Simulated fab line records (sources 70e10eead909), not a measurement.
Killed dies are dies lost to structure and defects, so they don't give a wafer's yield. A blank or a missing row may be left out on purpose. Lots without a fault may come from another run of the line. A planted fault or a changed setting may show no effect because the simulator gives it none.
A struck lot beside a sound one	flow nand_harc	14 out of 1159 route steps
Sound: these wafers, L500.1, L500.5, L500.6. Struck: wafer L505.2 (left out: L505.4, L505.5 of the same lot, which were not struck); the cause appears at the end.
For every step that has rows: the tool of each side, followed by ch and its chambers, followed by its first start. Under that, the readings that differ: sound wafers	struck wafers	difference of the means	sigmas: that difference in standard deviations of wafers without a fault.
alike: readings with means less than 2 such deviations apart, plus words and numbers identical on both sides. not compared: withheld readings, readings lacking a value on some wafer, bounds such as >300 that could conceal the same value, and numbers that have no deviation in the record and whose values overlap.
A row with sigmas, a row that says differs or no value, or rows on one side alone: a step with any of these is where the two part. When numbers do not overlap yet have no deviation, they are printed without sigmas and do not part them. Lack of a reading on every wafer of one side parts them only where that side has two or more wafers.

first, 1 step without rows for these wafers: NHARC_A_WL_FILL_ANNEAL_08 (time 1800 s).
NHARC_A_WL_FILL_ALD_10: deposits SiO2, target thk 50 nm, pulse time 10 s, ald cycles 500.
  sound on ald_hk-02 ch 0,3, day 15 10:28; struck on ald_hk-02 ch 0, day 17 19:46
reading	sound	struck	difference	sigmas
precursor_pulse_height_rel	0.986 0.956 1.002	1.043	+0.062	+3
  alike: heater_power_w, susceptor_temp_C
  not compared: ald_cycles
NHARC_A_WL_FILL_ETCHBACK_16: etches the open film in C4F8/O2/Ar, target depth 88 nm, time 17.6 s.
  sound: rie_diel-12 ch 1,2; struck: rie_diel-10 ch 2
  alike: oes_product_au, rf_vpp_V
  not compared: rf_hours_counter_h
then, 1 step without rows for these wafers: NHARC_A_WL_FILL_STRIP_29 (strips in O2, time 20 s).
NHARC_A_WL_FILL_ETCHBACK_17: etches the open film in Cl2/BCl3, target depth 4 nm, time 26.7 s.
  sound on rie_metal-01 ch 0,1, day 15 14:44; struck on rie_metal-02 ch 0, day 18 00:36
  alike: drypump_motor_current_A, oes_product_au
  not compared: rf_hours_counter_h
then, 3 steps without rows for these wafers: NHARC_A_WL_FILL_PRECLEAN_18 (cleans in dHF, time 30 s); NHARC_A_WL_FILL_SRD_21; NHARC_A_WL_FILL_CVD_23 (deposits poly-Si, target thk 40 nm, time 800 s).
NHARC_A_WL_FILL_ETCHBACK_26: etches the open film in HBr, target depth 52 nm, time 13.3 s.
  sound on rie_si-06 ch 1,2, day 15 19:52; struck on rie_si-06 ch 0, day 18 03:40
reading	sound	struck	difference	sigmas
drypump_motor_current_A (A)	5.6 5.6 5.6	6.5	+0.9	+2
  alike: oes_product_au, throttle_valve_pct
  not compared: rf_hours_counter_h
then, 2 steps without rows for these wafers: NHARC_A_WL_FILL_PRECLEAN_30 (cleans in dHF, time 10 s); NHARC_A_WL_FILL_SRD_14.
NHARC_A_WL_FILL_ALD_19: deposits TiN, target thk 2 nm, pulse time 3 s, ald cycles 100.
  sound on ald_metal-03 ch 0,1,3, day 15 20:10; struck on ald_metal-01 ch 3, day 18 04:00
reading	sound	struck	difference	sigmas
ald_cycles	100 100 100	45	-55	
  alike: heater_power_w, precursor_pulse_height_rel, susceptor_temp_C
NHARC_A_WL_FILL_CVD_20: deposits W, target thk 75 nm, time 5064 s.
  sound: cvd_w-02 ch 0,1; struck: cvd_w-02 ch 0
  alike: chamber_pressure_Torr, heater_power_w, susceptor_temp_C, throttle_valve_pct
-- the record jumps here: 3 days lie between the struck wafers' starts before and after (it left off in module A_WL_FILL and takes up again in module END, whose first step shown is number 1159 of the route) --
NHARC_END_SORT_01:
  here the record holds rows for the struck wafers (prober-01 ch 0, day 21 13:36) but none for the sound ones

WHERE THEY PART
First at NHARC_A_WL_FILL_ALD_10; last, within this record, at NHARC_END_SORT_01.

WHY: what had been put in by the simulator
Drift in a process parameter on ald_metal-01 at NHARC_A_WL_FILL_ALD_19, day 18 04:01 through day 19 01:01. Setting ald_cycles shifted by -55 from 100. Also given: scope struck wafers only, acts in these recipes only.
